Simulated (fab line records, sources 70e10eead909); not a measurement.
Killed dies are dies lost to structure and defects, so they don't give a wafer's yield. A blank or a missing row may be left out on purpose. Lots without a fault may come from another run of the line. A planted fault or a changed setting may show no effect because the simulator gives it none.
fab line records | flow nand_harc | part 1 of 2: steps 1 to 22 of 33
record lots=5 wafers=15 last_day=33
route steps=1302 shown P_M1@289 P_M2@318
lots that met no fault: from a run of the same line without faults
start_h: hours from the record's first day to the start of the lot's first wafer shown | wait_h: hours since the lot's step before | " the same as in the row above | L1.1+2: a row that stands for several wafers | - no value, or no start given | * or withheld: withheld | < > ~ a bound
route shown NAME@n: a module of which the file shows steps, and the number in the route of the first | usual: mean/standard deviation of fault-free wafers | same: alike in all rows | chamber/n: place in a boat | sites: the reading at each site | _std_site: their standard deviation | _edge_site: outer sites' mean less inner sites' | radius_mm: how far each site lies from the wafer's centre | mask NAME#n: copy n | behind: the tool/chamber that last shaped the wafer | hold: why the lot was held/for how many hours/how that ended | device: the transistor (n, p or np) that didn't switch | end of line: the same wafers' tests at the end of the route | a step without rows: its recipe alone | killed: dies lost to structure and defects at the first sort, not the wafer's yield | map: a wafer's dies, x killed, . not, _ none there
set.NAME: the setting as run; set.NAME@STEP: as run at that earlier step | model.NAME: the simulator's own value behind a step, which no gauge read
lots at some steps of the route; a table a step, a row a wafer
services: from which hour (start_h, from the record's first day; less than 0 if before it) a tool's chamber was out of use, for how many hours, and why
## steps
# step NHARC_P_M1_COAT_03
# recipe spin_rpm=1500 resist_thk_nm=90
# usual exhaust_pa=45.0/0.97 spin_speed_rpm=1500.0/0.84
# columns lot.wafer tool chamber start_h wait_h exhaust_pa spin_speed_rpm
L085.1 litho_track-06 0 - - 45.3 1499.9
L085.2 " 0 " " 46.2 1500.5
L085.6 " 0 " " 46.7 1501.3
L087.1 litho_track-04 0 - - 46.7 1500.2
L087.2 " 0 " " 46.1 1500.6
L087.4 " 0 " " 45.2 1500.1
L090.1 litho_track-04 0 - - 43.7 1500.2
L090.4 " 0 " " 45.2 1500.1
L090.5 " 0 " " 44.6 1499.5
L093.2 litho_track-06 0 - - 43.5 1501.6
L093.3 " 0 " " 45.0 1500.6
L093.4 " 0 " " 45.4 1500.3
L097.1 litho_track-04 0 - - 44.5 1499.6
L097.4 " 0 " " 46.0 1500.8
L097.5 " 0 " " 45.6 1500.0
# step NHARC_P_M1_SOFTBAKE_04
# recipe temp_c=105 time_s=55
# usual exhaust_pa=45.0/0.85
# columns lot.wafer tool chamber start_h wait_h exhaust_pa
L085.1 litho_track-06 0 - - 45.6
L085.2 " 0 " " 45.5
L085.6 " 0 " " 45.2
L087.1 litho_track-04 0 - - 45.0
L087.2 " 0 " " 44.1
L087.4 " 0 " " 46.9
L090.1 litho_track-04 0 - - 45.7
L090.4 " 0 " " 45.5
L090.5 " 0 " " 44.8
L093.2 litho_track-06 0 - - 45.9
L093.3 " 0 " " 44.4
L093.4 " 0 " " 45.5
L097.1 litho_track-04 0 - - 44.6
L097.4 " 0 " " 45.9
L097.5 " 0 " " 45.5
# step NHARC_P_M1_EBR_05
# usual exhaust_pa=45.2/0.86
# columns lot.wafer tool chamber start_h wait_h exhaust_pa
L085.1 litho_track-06 0 - - 44.2
L085.2 " 0 " " 44.7
L085.6 " 0 " " 44.8
L087.1 litho_track-04 0 - - 45.4
L087.2 " 0 " " 44.9
L087.4 " 0 " " 44.5
L090.1 litho_track-04 0 - - 44.7
L090.4 " 0 " " 45.8
L090.5 " 0 " " 45.3
L093.2 litho_track-06 0 - - 45.5
L093.3 " 0 " " 45.5
L093.4 " 0 " " 46.1
L097.1 litho_track-04 0 - - 46.1
L097.4 " 0 " " 46.4
L097.5 " 0 " " 45.6
# step NHARC_P_M1_EXPOSE_06
# recipe na=1.35 target_cd_nm=130 dose_mj=81.88 mask_id=P_M1
# usual focus_offset_nm=0.1/0.55
# columns lot.wafer tool chamber start_h wait_h mask focus_offset_nm
L085.1 arfi_scanner-02 0 244.33 - P_M1#0 0.2
L085.2 " 0 " " P_M1#0 -0.2
L085.6 " 0 " " P_M1#0 0.5
L087.1 arfi_scanner-03 0 255.59 - P_M1#0 -0.2
L087.2 " 0 " " P_M1#0 0.6
L087.4 " 0 " " P_M1#0 0.5
L090.1 arfi_scanner-03 0 285.73 - P_M1#0 0.0
L090.4 " 0 " " P_M1#0 -0.5
L090.5 " 0 " " P_M1#0 -0.4
L093.2 arfi_scanner-03 0 308.53 - P_M1#0 -0.8
L093.3 " 0 " " P_M1#0 -0.4
L093.4 " 0 " " P_M1#0 0.1
L097.1 arfi_scanner-03 0 356.74 - P_M1#0 -0.2
L097.4 " 0 " " P_M1#0 0.4
L097.5 " 0 " " P_M1#0 0.1
# step NHARC_P_M1_PEB_07
# recipe peb_temp_c=100 peb_time_s=65
# usual exhaust_pa=45.2/0.84
# columns lot.wafer tool chamber start_h wait_h exhaust_pa
L085.1 litho_track-01 0 244.39 0.1 45.5
L085.2 " 0 " " 44.3
L085.6 " 0 " " 45.4
L087.1 litho_track-06 0 255.65 0.1 45.9
L087.2 " 0 " " 46.0
L087.4 " 0 " " 45.4
L090.1 litho_track-01 0 285.79 0.1 44.7
L090.4 " 0 " " 44.2
L090.5 " 0 " " 45.2
L093.2 litho_track-04 0 308.58 0.1 44.4
L093.3 " 0 " " 46.5
L093.4 " 0 " " 45.4
L097.1 litho_track-04 0 356.80 0.1 47.0
L097.4 " 0 " " 46.5
L097.5 " 0 " " 45.9
# step NHARC_P_M1_DEVELOP_08
# recipe develop_time_s=35 dev_temp_c=23
# usual exhaust_pa=44.8/0.82
# columns lot.wafer tool chamber start_h wait_h exhaust_pa
L085.1 litho_track-01 0 - - 45.7
L085.2 " 0 " " 45.4
L085.6 " 0 " " 44.8
L087.1 litho_track-06 0 - - 45.8
L087.2 " 0 " " 45.8
L087.4 " 0 " " 44.4
L090.1 litho_track-01 0 - - 43.7
L090.4 " 0 " " 44.1
L090.5 " 0 " " 44.3
L093.2 litho_track-04 0 - - 43.8
L093.3 " 0 " " 44.1
L093.4 " 0 " " 44.3
L097.1 litho_track-04 0 - - 45.2
L097.4 " 0 " " 44.5
L097.5 " 0 " " 44.3
# step NHARC_P_M1_CD_MEAS_09
# recipe target_cd_nm=130 landing_energy_ev=500
# usual cd_nm=130.0/0.57
# columns lot.wafer tool chamber start_h wait_h cd_nm
L085.1 cd_sem-01 0 244.47 - 129.6
L085.2 " 0 " " 129.7
L085.6 " 0 " " 130.4
L087.1 cd_sem-03 0 255.73 - 131.6
L087.2 " 0 " " 132.3
L087.4 " 0 " " 129.7
L090.1 cd_sem-03 0 285.88 - 129.5
L090.4 " 0 " " 128.9
L090.5 " 0 " " 130.2
L093.2 cd_sem-01 0 308.66 - 130.3
L093.3 " 0 " " 130.0
L093.4 " 0 " " 130.1
L097.1 cd_sem-01 0 356.88 - 129.7
L097.4 " 0 " " 130.5
L097.5 " 0 " " 130.6
# step NHARC_P_M1_OVL_MEAS_10
# recipe pitch_nm=260
# usual overlay_x_nm=0.0/0.69 overlay_y_nm=0.2/0.87
# columns lot.wafer tool chamber start_h wait_h overlay_x_nm overlay_y_nm
L085.1 overlay-02 - 244.55 - 0.3 -1.1
L085.2 " - " " -0.3 -0.5
L085.6 " - " " -0.1 -0.7
L087.1 overlay-02 - 255.82 - 0.0 0.7
L087.2 " - " " -0.2 0.4
L087.4 " - " " -0.2 0.2
L090.1 overlay-01 - 285.97 - -0.4 -0.5
L090.4 " - " " -0.7 -0.6
L090.5 " - " " -0.2 -0.7
L093.2 overlay-01 - 308.75 - 0.6 -1.2
L093.3 " - " " 0.5 -1.1
L093.4 " - " " 0.3 -1.2
L097.1 overlay-02 - 356.97 - -0.7 -0.6
L097.4 " - " " -0.8 -0.7
L097.5 " - " " -0.9 -0.1
# step NHARC_P_M1_INSPECT_11
# usual raw_defect_count=4.8/2.7
# columns lot.wafer tool chamber start_h wait_h raw_defect_count
L085.1 defect_inspect-01 - 244.59 0.0 2
L085.2 " - " " 3
L085.6 " - " " 4
L087.1 defect_inspect-02 - 255.86 0.0 3
L087.2 " - " " 3
L087.4 " - " " 2
L090.1 defect_inspect-02 - 286.00 0.0 6
L090.4 " - " " 6
L090.5 " - " " 9
L093.2 defect_inspect-02 - 308.79 0.0 5
L093.3 " - " " 6
L093.4 " - " " 4
L097.1 defect_inspect-02 - 357.00 0.0 2
L097.4 " - " " 4
L097.5 " - " " 2
# step NHARC_P_M1_DESCUM_14
# recipe time_s=3 o2_flow_sccm=200 ar_flow_sccm=0 bias_power_w=0 chemistry=O2
# usual drypump_motor_current_A=5.4/0.53 oes_product_au=0.999/0.011 rf_vpp_V=58.1/0.91 showerhead_plenum_p_Torr=1.96/0.098 throttle_valve_pct=11.312/0.0092
# columns lot.wafer tool chamber start_h wait_h drypump_motor_current_A oes_product_au rf_hours_counter_h rf_vpp_V showerhead_plenum_p_Torr throttle_valve_pct
L085.2 rie_diel-11 3 244.65 0.1 6.2 1.000 14 56.9 2.00 11.321
L085.1 " 1 " " 5.0 1.000 14 59.3 2.06 11.312
L085.6 " 0 " " 5.4 0.995 - 56.8 1.78 11.311
L087.2 rie_diel-08 3 255.92 0.1 5.7 0.993 3 57.8 1.99 11.325
L087.4 " 0 " " 4.8 1.015 2 56.3 1.80 11.320
L087.1 " 2 " " 5.0 1.015 2 57.9 1.95 11.301
L090.4 rie_diel-11 1 286.07 0.1 5.0 0.999 2 57.3 2.05 11.309
L090.1 " 3 " " 6.2 1.016 3 57.7 2.00 11.319
L090.5 " 0 " " 5.3 0.999 - 57.9 1.78 11.310
L093.3 rie_diel-11 2 308.85 0.1 6.3 0.995 5 58.7 2.00 11.310
L093.4 " 3 " " 6.2 1.010 5 57.9 2.00 11.305
L093.2 " 1 " " 5.0 0.978 4 57.0 2.05 11.314
L097.4 rie_diel-11 1 357.07 0.1 5.0 0.982 7 58.0 2.05 11.323
L097.1 " 3 " " 6.2 1.017 8 59.3 2.00 11.289
L097.5 " 2 " " 6.3 1.005 - 58.0 2.00 11.311
# step NHARC_P_M1_ETCH_35
# recipe target_depth_a=400 overetch_a=120 time_s=43.94 ion_energy_ev=200 n2_flow_sccm=150 h2_flow_sccm=150 ar_flow_sccm=0 rf_w=400 bias_w=150 chemistry=N2/H2
# usual drypump_motor_current_A=5.3/0.51 oes_product_au=0.999/0.012 rf_fwd_power_W=395.2/1.8 rf_vpp_V=432/3.2 showerhead_plenum_p_Torr=2.08/0.11 throttle_valve_pct=14.171/0.0095
# columns lot.wafer tool chamber start_h wait_h drypump_motor_current_A oes_product_au rf_fwd_power_W rf_hours_counter_h rf_vpp_V showerhead_plenum_p_Torr throttle_valve_pct
L085.2 rie_diel-11 2 244.75 0.1 6.3 0.988 392.4 13 433 2.13 14.182
L085.1 " 3 " " 6.2 1.002 395.4 14 433 2.14 14.170
L085.6 " 0 " " 5.4 1.002 395.5 - 427 1.89 14.177
L087.4 rie_diel-08 1 256.00 0.1 4.9 0.998 392.4 2 434 2.20 14.185
L087.2 " 2 " " 5.0 1.019 394.1 2 430 2.08 14.166
L087.1 " 0 " " 4.8 1.009 399.0 2 428 1.91 14.165
L090.4 rie_diel-11 3 286.15 0.1 6.2 1.014 395.1 3 433 2.14 14.173
L090.1 " 0 " " 5.3 1.010 396.0 3 426 1.89 14.174
L090.5 " 3 " " 6.2 1.011 394.1 - 431 2.14 14.168
L093.3 rie_diel-11 0 308.94 0.1 5.3 1.010 397.4 5 427 1.89 14.173
L093.4 " 1 " " 5.0 0.988 394.6 4 433 2.19 14.158
L093.2 " 2 " " 6.3 0.995 392.3 5 434 2.13 14.185
L097.4 rie_diel-11 0 357.16 0.1 5.4 0.994 396.7 8 427 1.89 14.148
L097.1 " 1 " " 5.0 0.988 396.9 7 435 2.19 14.172
L097.5 " 3 " " 6.2 1.015 393.5 - 435 2.14 14.169
# step NHARC_P_M1_ETCH_15
# recipe target_depth_a=1825 time_s=91.2 c4f8_flow_sccm=withheld ar_flow_sccm=400 rf_w=600 bias_w=300 chemistry=C4F8/Ar
# usual oes_product_au=0.957/0.023 rf_fwd_power_W=595.6/2 rf_vpp_V=442/3.2
# columns lot.wafer tool chamber start_h wait_h oes_product_au rf_fwd_power_W rf_hours_counter_h rf_vpp_V
L085.1 rie_diel-11 0 - - 0.951 597.5 14 436
L085.2 " 3 " " 0.965 596.4 14 443
L085.6 " 1 " " 0.968 594.6 - 446
L087.4 rie_diel-08 2 - - 0.977 595.9 2 442
L087.2 " 3 " " 0.939 596.5 3 443
L087.1 " 0 " " 0.960 596.6 2 435
L090.1 rie_diel-11 3 - - 0.982 596.0 3 444
L090.4 " 2 " " 0.971 590.8 3 442
L090.5 " 0 " " 0.970 598.6 - 435
L093.4 rie_diel-11 3 - - 0.977 595.1 5 446
L093.3 " 1 " " 0.959 597.9 4 446
L093.2 " 2 " " 0.965 593.6 5 443
L097.4 rie_diel-11 1 - - 0.947 596.6 7 446
L097.1 " 0 " " 0.985 595.2 8 435
L097.5 " 1 " " 0.950 596.5 - 446
# step NHARC_P_M1_CD_MEAS_16
# usual cd_nm=129.7/0.71
# columns lot.wafer tool chamber start_h wait_h cd_nm
L085.1 cd_sem-02 - 244.95 - 129.7
L085.2 " - " " 129.7
L085.6 " - " " 130.0
L087.1 cd_sem-03 - 256.22 - 130.6
L087.2 " - " " 131.4
L087.4 " - " " 129.3
L090.1 cd_sem-01 - 286.37 - 129.8
L090.4 " - " " 129.2
L090.5 " - " " 130.4
L093.2 cd_sem-03 - 309.15 - 129.9
L093.3 " - " " 129.6
L093.4 " - " " 129.1
L097.1 cd_sem-01 - 357.37 - 129.4
L097.4 " - " " 130.8
L097.5 " - " " 131.2
# step NHARC_P_M1_STRIP_18
# recipe power_w=1000 n2_flow_sccm=150 h2_flow_sccm=150 ar_flow_sccm=0 bias_w=0 chemistry=N2/H2
# usual drypump_motor_current_A=5.4/0.51 oes_product_au=0.998/0.012 rf_fwd_power_W=997/3.1 rf_vpp_V=90.9/1 showerhead_plenum_p_Torr=2.08/0.11 throttle_valve_pct=14.172/0.0092
# columns lot.wafer tool chamber start_h wait_h drypump_motor_current_A oes_product_au rf_fwd_power_W rf_hours_counter_h rf_vpp_V showerhead_plenum_p_Torr throttle_valve_pct
L085.2 rie_diel-08 0 245.06 0.1 4.8 1.004 1000 2 90.0 1.91 14.180
L085.1 " 2 " " 5.0 1.012 996 2 91.6 2.08 14.171
L085.6 " 0 " " 4.8 1.004 998 - 91.3 1.91 14.170
L087.4 rie_diel-08 1 256.32 0.1 4.9 0.987 996 2 91.7 2.20 14.177
L087.1 " 2 " " 5.0 1.012 996 2 91.6 2.08 14.161
L087.2 " 3 " " 5.8 0.989 996 3 90.0 2.12 14.163
L090.4 rie_diel-11 3 286.50 0.1 6.2 1.011 997 3 91.7 2.14 14.179
L090.1 " 0 " " 5.4 1.016 1000 3 89.6 1.89 14.176
L090.5 " 2 " " 6.3 0.997 997 - 90.7 2.13 14.171
L093.2 rie_diel-11 2 309.25 0.1 6.3 1.003 992 5 90.7 2.13 14.173
L093.4 " 3 " " 6.2 1.020 995 5 90.7 2.14 14.188
L093.3 " 0 " " 5.4 1.005 997 5 89.5 1.89 14.166
L097.4 rie_diel-11 2 357.47 0.1 6.3 0.993 998 8 91.4 2.13 14.165
L097.1 " 0 " " 5.4 1.005 995 8 90.2 1.89 14.180
L097.5 " 1 " " 4.9 0.989 996 - 90.2 2.19 14.179
# step NHARC_P_M1_ETCH_28
# recipe target_depth_a=300 over_etch_frac=0.3 time_s=72.99 ion_energy_ev=150 cf4_flow_sccm=50 n2_flow_sccm=100 ar_flow_sccm=150 rf_w=300 bias_w=100 chemistry=CF4/N2
# usual cf4_flow_sccm=49.97/0.15 drypump_motor_current_A=5.5/0.52 oes_product_au=0.998/0.011 rf_fwd_power_W=297.4/1.2 rf_vpp_V=314.9/2.2 showerhead_plenum_p_Torr=2.68/0.12 throttle_valve_pct=19.795/0.0085
# columns lot.wafer tool chamber start_h wait_h cf4_flow_sccm drypump_motor_current_A oes_product_au rf_fwd_power_W rf_hours_counter_h rf_vpp_V showerhead_plenum_p_Torr throttle_valve_pct
L085.1 rie_diel-08 0 - - 50.02 4.9 0.994 299.2 2 309.6 2.47 19.796
L085.2 " 2 " " 50.18 5.0 1.007 297.4 2 315.3 2.67 19.795
L085.6 " 0 " " 50.06 4.9 1.005 300.2 - 312.7 2.47 19.786
L087.1 rie_diel-08 1 - - 49.86 4.9 1.001 296.6 2 315.1 2.82 19.796
L087.2 " 2 " " 49.97 5.0 1.010 298.6 2 314.1 2.67 19.793
L087.4 " 3 " " 50.00 5.7 0.989 297.3 3 315.2 2.72 19.799
L090.1 rie_diel-11 2 - - 50.06 6.3 0.999 296.5 3 315.0 2.74 19.798
L090.4 " 3 " " 50.04 6.2 1.011 298.0 3 315.4 2.74 19.795
L090.5 " 1 " " 49.88 5.0 0.991 297.1 - 317.1 2.81 19.801
L093.4 rie_diel-11 0 - - 50.09 5.4 1.006 298.1 5 311.0 2.45 19.778
L093.3 " 1 " " 49.92 5.0 0.987 298.8 4 317.8 2.81 19.790
L093.2 " 2 " " 49.86 6.3 1.001 294.3 5 316.6 2.73 19.785
L097.1 rie_diel-11 3 - - 49.71 6.2 1.015 295.4 8 317.5 2.74 19.807
L097.4 " 0 " " 49.89 5.4 1.002 296.8 8 310.0 2.45 19.791
L097.5 " 3 " " 49.61 6.2 1.023 297.0 - 314.9 2.74 19.782
# step NHARC_P_M1_STRIP_19
# recipe time_s=600 temp_c=30 chemistry=post_etch_residue_remover
# columns lot.wafer tool chamber start_h wait_h
L085.1+2+6 wet_bench-10 6,0,2 245.41 -
L087.1+2+4 wet_bench-08 5,6,7 256.67 -
L090.5+4+1 wet_bench-08 6,7,1 286.83 -
L093.2+3+4 wet_bench-08 5,7,1 309.60 -
L097.1+5+4 wet_bench-08 7,0,1 357.83 -
# step NHARC_P_M1_DEGAS_29
# recipe temp_c=250 time_s=60
# usual heater_power_w=337/27
# columns lot.wafer tool chamber start_h wait_h heater_power_w
L085.2 pvd_sputter-02 - 245.67 - 353
L085.1 " - " " 360
L085.6 " - " " 396
L087.4 pvd_sputter-03 - 256.94 - 374
L087.2 " - " " 292
L087.1 " - " " 307
L090.4 pvd_sputter-01 - 287.09 - 307
L090.1 " - " " 322
L090.5 " - " " 316
L093.2 pvd_sputter-03 - 309.87 - 365
L093.3 " - " " 289
L093.4 " - " " 299
L097.1 pvd_sputter-02 - 358.09 - 353
L097.4 " - " " 366
L097.5 " - " " 356
# step NHARC_P_M1_PRE_CLEAN_30
# recipe time_s=30 temp_c=280 gas=H2/He
# usual heater_power_w=414/34
# columns lot.wafer tool chamber start_h wait_h heater_power_w
L085.2 pvd_sputter-02 - - - 486
L085.1 " - " " 439
L085.6 " - " " 442
L087.4 pvd_sputter-03 - - - 446
L087.2 " - " " 349
L087.1 " - " " 429
L090.1 pvd_sputter-01 - - - 403
L090.4 " - " " 428
L090.5 " - " " 386
L093.4 pvd_sputter-03 - - - 363
L093.2 " - " " 451
L093.3 " - " " 356
L097.4 pvd_sputter-02 - - - 471
L097.1 " - " " 429
L097.5 " - " " 485
# step NHARC_P_M1_PVD_20
# recipe target_thk_a=50 bias_v=168.6 power_w=15000 chamber_pressure_pa=0.12 time_s=8.06 substrate_temp_c=50 material=TaN
# usual throttle_valve_pct=30.4/1.1
# columns lot.wafer tool chamber start_h wait_h throttle_valve_pct
L085.2 pvd_sputter-02 - - - 29.6
L085.1 " - " " 31.5
L085.6 " - " " 31.6
L087.2 pvd_sputter-03 - - - 31.3
L087.1 " - " " 28.8
L087.4 " - " " 29.7
L090.1 pvd_sputter-01 - - - 31.1
L090.4 " - " " 30.1
L090.5 " - " " 31.1
L093.4 pvd_sputter-03 - - - 30.0
L093.2 " - " " 28.6
L093.3 " - " " 29.5
L097.1 pvd_sputter-02 - - - 30.5
L097.4 " - " " 27.4
L097.5 " - " " 30.0
# step NHARC_P_M1_PVD_21
# recipe target_thk_a=300 chamber_pressure_pa=5 power_w=5000 substrate_temp_c=30 time_s=20.49 material=Cu
# usual throttle_valve_pct=30.3/1.1
# columns lot.wafer tool chamber start_h wait_h throttle_valve_pct
L085.2 pvd_sputter-02 - - - 29.6
L085.1 " - " " 27.5
L085.6 " - " " 31.6
L087.4 pvd_sputter-03 - - - 29.6
L087.1 " - " " 28.7
L087.2 " - " " 29.8
L090.4 pvd_sputter-01 - - - 30.1
L090.1 " - " " 31.1
L090.5 " - " " 30.2
L093.3 pvd_sputter-03 - - - 29.6
L093.2 " - " " 31.1
L093.4 " - " " 28.9
L097.4 pvd_sputter-02 - - - 30.8
L097.1 " - " " 29.6
L097.5 " - " " 30.7
# step NHARC_P_M1_ECD_22
# recipe target_thk_a=4000 bath_temp_c=25 material=Cu
# columns lot.wafer tool chamber start_h wait_h
L085.1+2+6 ecd_cu-01 1,0,0 246.03 -
L087.1+2+4 ecd_cu-01 0,1,0 257.29 -
L090.1+4+5 ecd_cu-02 1 287.86 -
L093.2+4+3 ecd_cu-02 1,0,1 310.39 -
L097.1+4+5 ecd_cu-02 0,1,0 358.49 -
# step NHARC_P_M1_ANNEAL_31
# recipe temp_c=225 time_s=90
# usual wafer_temp_C_max=226.3/0.32
# columns lot.wafer tool chamber start_h wait_h wafer_temp_C_max
L085.1 rtp_anneal-02 0 246.40 - 226.2
L085.2 " 0 " " 226.4
L085.6 " 0 " " 226.3
L087.1 rtp_anneal-02 0 257.67 - 226.1
L087.2 " 0 " " 226.2
L087.4 " 0 " " 226.2
L090.1 rtp_anneal-02 0 288.29 0.4 226.1
L090.4 " 0 " " 226.2
L090.5 " 0 " " 225.5
L093.2 rtp_anneal-01 0 310.77 - 226.3
L093.3 " 0 " " 226.4
L093.4 " 0 " " 226.7
L097.1 rtp_anneal-02 0 358.88 - 226.3
L097.4 " 0 " " 226.4
L097.5 " 0 " " 226.4
